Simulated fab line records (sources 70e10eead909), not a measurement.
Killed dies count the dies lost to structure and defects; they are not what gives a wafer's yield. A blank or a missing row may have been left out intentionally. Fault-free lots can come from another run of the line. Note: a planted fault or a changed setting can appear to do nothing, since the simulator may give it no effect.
Problem report, 8D (eight disciplines) form, completed by code + flow nandHarc + the parts of the form that need people (team, actions taken, sign-off) are left out

== 1. THE ISSUE ==
On 2 wafers of 1 lot, oesProductAu at NHARC_A_CONTACT_ETCH_49 has a mean of 0.863 a.u.; fault-free wafers read 0.997 a.u., standard deviation 0.0096. Measured from the usual mean, that is -14 standard deviations.
The step: etches the open film in N2/H2, target depth 260 nm, time 475.3 s.
Seen first at day 27 15:55 on rieDiel-11, wafer L502.2. Wafers with a number at this step in the record: 36, from 12 lots. By rule, "out" or "out of limits" means more than 4 standard deviations away from the usual mean. The other wafers with a number count as sound.

== 2. WHAT IT IS, AND WHAT IT ISN'T ==
| question                    | is                | is not                                                                                       |
|-----------------------------|-------------------|----------------------------------------------------------------------------------------------|
| which readings at this step | oesProductAu      | drypumpMotorCurrentA, rfVppV, showerheadPlenumPTorr, throttleValvePct                        |
| which lots                  | L502              | L488, L490, L492, L493, L498, L499, L505, L507, L508, L509, L510                             |
| which wafers of those lots  | L502.2, L502.6    | L502.3                                                                                       |
| read on which tools         | rieDiel-11        | rieDiel-04, rieDiel-13                                                                       |
| when                        | from day 27 15:55 | up to then (19 sound wafers); but 15 sound wafers of L505, L507, L508, L509, L510 came after |

== 3. SUSPECTS, AND WHAT RULES EACH OUT ==
Counting: if a tool at a process step up to the reading ran every lot that is out, it stays a suspect. Sound lots after the first of them don't rule it out here, since some wafers of a struck lot are sound.
- cmp-04 at NHARC_A_WL_FILL_CMP_12 (polishes, t overpolish 30 s, target thk 100 nm): kept. L502, the lot that is out, went through it at day 27 09:38; up to then, the latest sound lot through it was L493 at day 23 17:01.
- rieDiel-11 at NHARC_A_CONTACT_ETCH_49 (etches the open film in N2/H2, target depth 260 nm, time 475.3 s): kept. L502, the lot that is out, went through it at day 27 15:55; up to then, the latest sound lot through it was L499 at day 26 07:31. Its own readings are out on those wafers: oesProductAu.
- Within cmp-04 at NHARC_A_WL_FILL_CMP_12: the wafers that are out ran in chambers 0, 2; their sound lot-mates ran in chamber 3.
- Within rieDiel-11 at NHARC_A_CONTACT_ETCH_49: the wafers that are out ran in chamber 0; their sound lot-mates ran in chamber 2.
Remaining after the count are cmp-04 at NHARC_A_WL_FILL_CMP_12 and rieDiel-11 at NHARC_A_CONTACT_ETCH_49.

== 4. THE CAUSE (what the simulator had put in) ==
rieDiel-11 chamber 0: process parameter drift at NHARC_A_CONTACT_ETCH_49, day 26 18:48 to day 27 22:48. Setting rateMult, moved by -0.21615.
2 suspects survive the count, and this tool is in that group.

== 5. THE CHAIN OF EFFECTS, in route order ==
Each row: a reading where the mean over the struck wafers with a number is more than 3 standard deviations away from the usual. Only readings for which the record gives a usual standard deviation are gone through. hours: the time from each lot's start at the first step in this table that gives one to its start at this step, as a median over the lots. sigmas: the change in usual standard deviations.
| hours | step                    | reading      | usual      | on struck wafers | change | sigmas |
|-------|-------------------------|--------------|------------|------------------|--------|--------|
| 0     | NHARC_A_CONTACT_ETCH_49 | oesProductAu | 0.997 a.u. | 0.863            | -0.134 | -14    |
The process steps in it:
- NHARC_A_CONTACT_ETCH_49: etches the open film in N2/H2, target depth 260 nm, time 475.3 s.
At these later measuring or inspecting steps, every struck wafer for which the step has a row has a number for every such reading, and none has moved that far: NHARC_END_SORT_01.

== 6. WHAT WOULD HAVE CAUGHT IT SOONER ==
First out-of-limits reading in this record: day 27 15:55, which is 21 hours after fault onset at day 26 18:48.
